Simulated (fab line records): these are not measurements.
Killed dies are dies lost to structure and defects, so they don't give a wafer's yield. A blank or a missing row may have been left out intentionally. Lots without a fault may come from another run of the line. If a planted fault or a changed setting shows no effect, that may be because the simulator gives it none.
Matching of chambers + flow n5 finfet + N5_BEOL_M4_VIA_ETCH_34 on rie diel-02: 4 sister chambers
The step etches the open film in C4F6/O2, target depth 69.4 nm, time 65.9 s. 16 wafers are shown with their chamber, then 8 later ones without.

WAFERS, EACH WITH ITS CHAMBER
| wafer  | chamber | throttle valve pct (%) | showerhead plenum p Torr (Torr) | rf vpp V (V) |
|--------|---------|------------------------|---------------------------------|--------------|
| L075.1 | 3       | 30.60                  | 2.86                            | 665          |
| L075.2 | 2       | 31.21                  | 2.84                            | 658          |
| L075.3 | 0       | 30.78                  | 2.75                            | 665          |
| L076.3 | 3       | 30.58                  | 2.86                            | 667          |
| L076.4 | 0       | 30.77                  | 2.75                            | 665          |
| L076.6 | 3       | 30.57                  | 2.86                            | 665          |
| L081.3 | 0       | 30.79                  | 2.75                            | 663          |
| L081.5 | 0       | 30.79                  | 2.75                            | 665          |
| L081.6 | 1       | 30.52                  | 2.83                            | 671          |
| L084.1 | 0       | 30.79                  | 2.74                            | 664          |
| L084.3 | 3       | 30.60                  | 2.85                            | 665          |
| L084.6 | 2       | 31.24                  | 2.83                            | 659          |
| L087.2 | 2       | 31.24                  | 2.83                            | 659          |
| L087.3 | 3       | 30.59                  | 2.85                            | 665          |
| L087.6 | 2       | 31.24                  | 2.83                            | 659          |
| L088.2 | 3       | 30.61                  | 2.85                            | 663          |

SIGNATURES (averages over the wafers above)
| reading                  | chamber 0 | chamber 1 | chamber 2 | chamber 3 | scatter within a chamber |
|--------------------------|-----------|-----------|-----------|-----------|--------------------------|
| throttle valve pct       | 30.7840   | 30.5200   | 31.2325   | 30.5917   | 0.0132                   |
| showerhead plenum p Torr | 2.7480    | 2.8300    | 2.8325    | 2.8550    | 0.00504                  |
| rf vpp V                 | 664.40    | 671.00    | 658.75    | 665.00    | 0.998                    |
Rule: for a wafer and a chamber, the distance is found by dividing, reading by reading, the gap between the wafer's reading and the chamber's mean by the reading's scatter, squaring, summing and taking the root. The wafer belongs to the nearest chamber; if the next one is less than 2 further off, it can't be placed. How the scatter is found: for the shown wafers, subtract from each reading the mean of its chamber, square and add these, divide the total by (wafers less chambers), then take the root.

WAFERS WITHOUT THEIR CHAMBER
| wafer  | throttle valve pct (%) | showerhead plenum p Torr (Torr) | rf vpp V (V) |
|--------|------------------------|---------------------------------|--------------|
| L088.4 | 31.26                  | 2.83                            | 659          |
| L088.6 | 30.60                  | 2.85                            | 665          |
| L089.2 | 30.80                  | 2.74                            | 663          |
| L089.3 | 30.61                  | 2.85                            | 664          |
| L089.6 | 30.62                  | 2.85                            | 665          |
| L092.3 | 31.26                  | 2.82                            | 659          |
| L092.4 | 30.61                  | 2.84                            | 666          |
| L092.6 | 31.25                  | 2.82                            | 658          |

EACH ONE'S CHAMBER
| wafer  | from the rows above | in truth |
|--------|---------------------|----------|
| L088.4 | 2                   | 2        |
| L088.6 | 3                   | 3        |
| L089.2 | 0                   | 0        |
| L089.3 | 3                   | 3        |
| L089.6 | 3                   | 3        |
| L092.3 | 2                   | 2        |
| L092.4 | 3                   | 3        |
| L092.6 | 2                   | 2        |
Placed correctly: 8 of 8. Number that these rows cannot place: 0. Number placed wrongly: 0.
